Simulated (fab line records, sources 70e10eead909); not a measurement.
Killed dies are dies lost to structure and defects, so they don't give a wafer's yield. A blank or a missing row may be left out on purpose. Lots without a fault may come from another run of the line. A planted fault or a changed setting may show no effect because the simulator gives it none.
One fault seen from 3 desks | flow nand_harc | each desk has only its own numbers; what lay behind them comes last

THE DEFECT DESK
What the inspections along the route counted, lot by lot: means of the sampled wafers that have a number. A lot is out of limits, marked OUT, if its mean lies more than 4 standard deviations from the usual mean; the brackets give that distance.
Columns: A = raw_defect_count at NHARC_A_CONTACT_INSPECT_71, usual 89
lot  | first seen here | A
L517 | day 21 19:01    | 65
L516 | day 22 11:46    | 102
L520 | day 23 05:26    | 68
L521 | day 23 06:04    | 170
L518 | day 23 08:41    | 109
L522 | day 24 03:08    | 29
L523 | day 25 12:56    | 34
L527 | day 27 04:25    | 1169 (+28) OUT
L529 | day 27 07:38    | 1197 (+28) OUT
L530 | day 27 12:28    | 1170 (+28) OUT
L537 | day 30 09:50    | 143
L538 | day 30 21:42    | 105
L539 | day 31 15:33    | 137
This desk's finding: out of limits on L527, L529, L530; first on L527, day 27 04:25 (raw_defect_count at NHARC_A_CONTACT_INSPECT_71). In limits: L517, L516, L520, L521, L518, L522, L523, L537, L538, L539.

THE METROLOGY DESK
What the gauges read, lot by lot, whatever tool the lot ran on: means of the sampled wafers that have a number. A lot is out of limits, marked OUT, if its mean lies more than 4 standard deviations from the usual mean; the brackets give that distance.
Columns: A = overlay_x_nm at NHARC_A_CONTACT_OVL_MEAS_70, usual 0.0 nm; B = overlay_y_nm at NHARC_A_CONTACT_OVL_MEAS_70, usual 0.2 nm
lot  | first seen here | A    | B
L517 | day 21 18:59    | 0.6  | 0.4
L516 | day 22 11:44    | -0.4 | -0.4
L520 | day 23 05:24    | 0.2  | 1.3
L521 | day 23 06:02    | 0.2  | -0.9
L518 | day 23 08:40    | -0.3 | -0.1
L522 | day 24 03:06    | 0.5  | 0.7
L523 | day 25 12:54    | 1.2  | 0.4
L527 | day 27 04:23    | -0.4 | 1.0
L529 | day 27 07:36    | -0.2 | -0.1
L530 | day 27 12:26    | -0.6 | 0.4
L537 | day 30 09:48    | 0.6  | -0.6
L538 | day 30 21:40    | 0.2  | -0.4
L539 | day 31 15:31    | -0.1 | -1.6
This desk's finding: nothing out of limits on any of the 13 lots.

THE TOOL OWNER'S DESK: acl_dep-01
The tool's own readings at NHARC_A_CONTACT_DEP_57 (deposits aC, target thk 5300 nm): means of the sampled wafers that have a number, for each lot that ran on this tool. A lot is out of limits, marked OUT, if its mean lies more than 4 standard deviations from the usual mean; the brackets give that distance.
Columns: A = throttle_valve_pct at NHARC_A_CONTACT_DEP_57, usual 35.000 %
lot  | first seen here | A
L520 | day 23 01:20    | 35.005
L518 | day 23 04:33    | 35.003
L527 | day 27 00:20    | 35.004
L529 | day 27 03:32    | 34.997
L530 | day 27 09:35    | 35.001
This desk's finding: nothing out of limits on any of the 5 lots.

PUT TOGETHER
The defect desk could have raised an alarm at day 27 04:25, on L527, L529, L530.
The metrology desk saw nothing out of limits.
The tool owner's desk saw nothing out of limits.
The metrology desk has L527, L529, L530 on record, within its limits.
The tool owner's desk has L527, L529, L530 on record, within its limits.
Of the lots named, all ran NHARC_A_CONTACT_DEP_57 on acl_dep-01.

WHAT THE SIMULATOR HAD PUT IN
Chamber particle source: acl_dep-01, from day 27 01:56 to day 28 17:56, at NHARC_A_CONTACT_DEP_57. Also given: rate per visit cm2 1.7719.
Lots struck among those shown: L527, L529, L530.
Hours from the fault's start to each desk's first reading out of limits: the defect desk, 2.
